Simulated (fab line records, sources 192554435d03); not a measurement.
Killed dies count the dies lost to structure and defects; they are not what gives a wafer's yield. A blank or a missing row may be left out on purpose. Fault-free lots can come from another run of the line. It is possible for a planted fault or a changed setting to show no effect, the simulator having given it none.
Split-lot experiment :: flow n5-finfet :: route with 1938 steps; 7 lots, 21 wafers read

SPLIT DETAILS
At N5_BEOL_M2_ILD_DEP_00 (deposits SiOC from DEMS/O2, target thk 79 nm, time 15.3 s), the setting time-s was moved away from the recipe's 15.3 s on 4 of the 21 wafers read, by -14.1% to +12.0%. For the rest of the wafers, this setting stayed at what the recipe calls for.

The file shows no step between the split and the reading.

THE READING
M2_ILD_THK (nm), taken at N5_BEOL_M2_THK_MEAS_01. A value of 79.4 nm with a standard deviation of 1.2 nm is what fault-free wafers of this fab line usually give.

wafer: L081.2
tool, chamber at the split: pecvd-01, 2
time-s as run, s: 15.3
against the recipe: recipe
M2_ILD_THK, nm: 78.6
against lot-mates on the recipe: -

wafer: L081.4
tool, chamber at the split: pecvd-01, 0
time-s as run, s: 17.14
against the recipe: +12.0%
M2_ILD_THK, nm: 88.9
against lot-mates on the recipe: +10.2

wafer: L081.6
tool, chamber at the split: pecvd-01, 1
time-s as run, s: 15.3
against the recipe: recipe
M2_ILD_THK, nm: 78.9
against lot-mates on the recipe: -

wafer: L082.4
tool, chamber at the split: pecvd-04, 1
time-s as run, s: 15.3
against the recipe: recipe
M2_ILD_THK, nm: 81.2
against lot-mates on the recipe: -

wafer: L082.5
tool, chamber at the split: pecvd-04, 0
time-s as run, s: 15.3
against the recipe: recipe
M2_ILD_THK, nm: 79.3
against lot-mates on the recipe: -

wafer: L082.6
tool, chamber at the split: pecvd-04, 2
time-s as run, s: 15.3
against the recipe: recipe
M2_ILD_THK, nm: 80.9
against lot-mates on the recipe: -

wafer: L085.2
tool, chamber at the split: pecvd-04, 1
time-s as run, s: 15.3
against the recipe: recipe
M2_ILD_THK, nm: 81.0
against lot-mates on the recipe: -

wafer: L085.3
tool, chamber at the split: pecvd-04, 0
time-s as run, s: 13.15
against the recipe: -14.1%
M2_ILD_THK, nm: 67.0
against lot-mates on the recipe: -13.2

wafer: L085.4
tool, chamber at the split: pecvd-04, 0
time-s as run, s: 15.3
against the recipe: recipe
M2_ILD_THK, nm: 79.5
against lot-mates on the recipe: -

wafer: L086.1
tool, chamber at the split: pecvd-01, 2
time-s as run, s: 15.3
against the recipe: recipe
M2_ILD_THK, nm: 78.8
against lot-mates on the recipe: -

wafer: L086.3
tool, chamber at the split: pecvd-01, 0
time-s as run, s: 15.3
against the recipe: recipe
M2_ILD_THK, nm: 78.6
against lot-mates on the recipe: -

wafer: L086.5
tool, chamber at the split: pecvd-01, 2
time-s as run, s: 15.3
against the recipe: recipe
M2_ILD_THK, nm: 78.8
against lot-mates on the recipe: -

wafer: L089.4
tool, chamber at the split: pecvd-01, 0
time-s as run, s: 13.68
against the recipe: -10.6%
M2_ILD_THK, nm: 71.8
against lot-mates on the recipe: -8.9

wafer: L089.5
tool, chamber at the split: pecvd-01, 1
time-s as run, s: 15.3
against the recipe: recipe
M2_ILD_THK, nm: 80.2
against lot-mates on the recipe: -

wafer: L089.6
tool, chamber at the split: pecvd-01, 2
time-s as run, s: 15.3
against the recipe: recipe
M2_ILD_THK, nm: 81.2
against lot-mates on the recipe: -

wafer: L090.2
tool, chamber at the split: pecvd-03, 0
time-s as run, s: 15.3
against the recipe: recipe
M2_ILD_THK, nm: 79.8
against lot-mates on the recipe: -

wafer: L090.3
tool, chamber at the split: pecvd-03, 1
time-s as run, s: 15.3
against the recipe: recipe
M2_ILD_THK, nm: 78.6
against lot-mates on the recipe: -

wafer: L090.4
tool, chamber at the split: pecvd-03, 0
time-s as run, s: 15.3
against the recipe: recipe
M2_ILD_THK, nm: 80.4
against lot-mates on the recipe: -

wafer: L097.4
tool, chamber at the split: pecvd-04, 0
time-s as run, s: 15.3
against the recipe: recipe
M2_ILD_THK, nm: 79.3
against lot-mates on the recipe: -

wafer: L097.5
tool, chamber at the split: pecvd-04, 1
time-s as run, s: 16.04
against the recipe: +4.8%
M2_ILD_THK, nm: 85.1
against lot-mates on the recipe: +5.2

wafer: L097.6
tool, chamber at the split: pecvd-04, 2
time-s as run, s: 15.3
against the recipe: recipe
M2_ILD_THK, nm: 80.4
against lot-mates on the recipe: -

FIT RESULTS
A straight line over all 21 wafers: M2_ILD_THK changes by +0.836 nm for each +1% of time-s; r = +0.97; the points scatter about the line by 1 nm.
The same after taking each lot's own level away (the mean of its wafers on the recipe; 21 wafers): +0.896 nm for each +1%; r = +0.99; scatter 0.65 nm.
The reading moves by 13 nm for the largest change in time-s, on that fit.
From 78.73 to 80.70 nm: that is the span of the lots' own levels, equal to 1.6 times the standard deviation above.
Consequently the slope shifts little with the lot-to-lot level, the two slopes agreeing.
Check: for one of the wafers moved furthest among these (-14.1%), held out of the fit, the line's prediction against its lot-mates is -12.1 nm. Against them it came out at -13.2 nm.

THE WHOLE CHAIN: every reading that the file lists as answering this split, in the file's order
step: N5_BEOL_M2_ILD_DEP_00
what it does: deposits SiOC from DEMS/O2, target thk 79 nm, time 15.3 s
reading: SiOC_of_BEOL_M2_ILD_DEP_00.thk-nm (the simulator's own value, which no gauge read)
change (the file's fit): +0.896 nm for each +1% of the setting
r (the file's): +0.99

step: N5_BEOL_M2_THK_MEAS_01
what it does: 
reading: M2_ILD_THK
change (the file's fit): +0.897 for each +1% of the setting
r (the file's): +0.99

THE FILE'S OWN FIT
M2_ILD_THK changes by +0.897 nm for each +1% of time-s, r = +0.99.
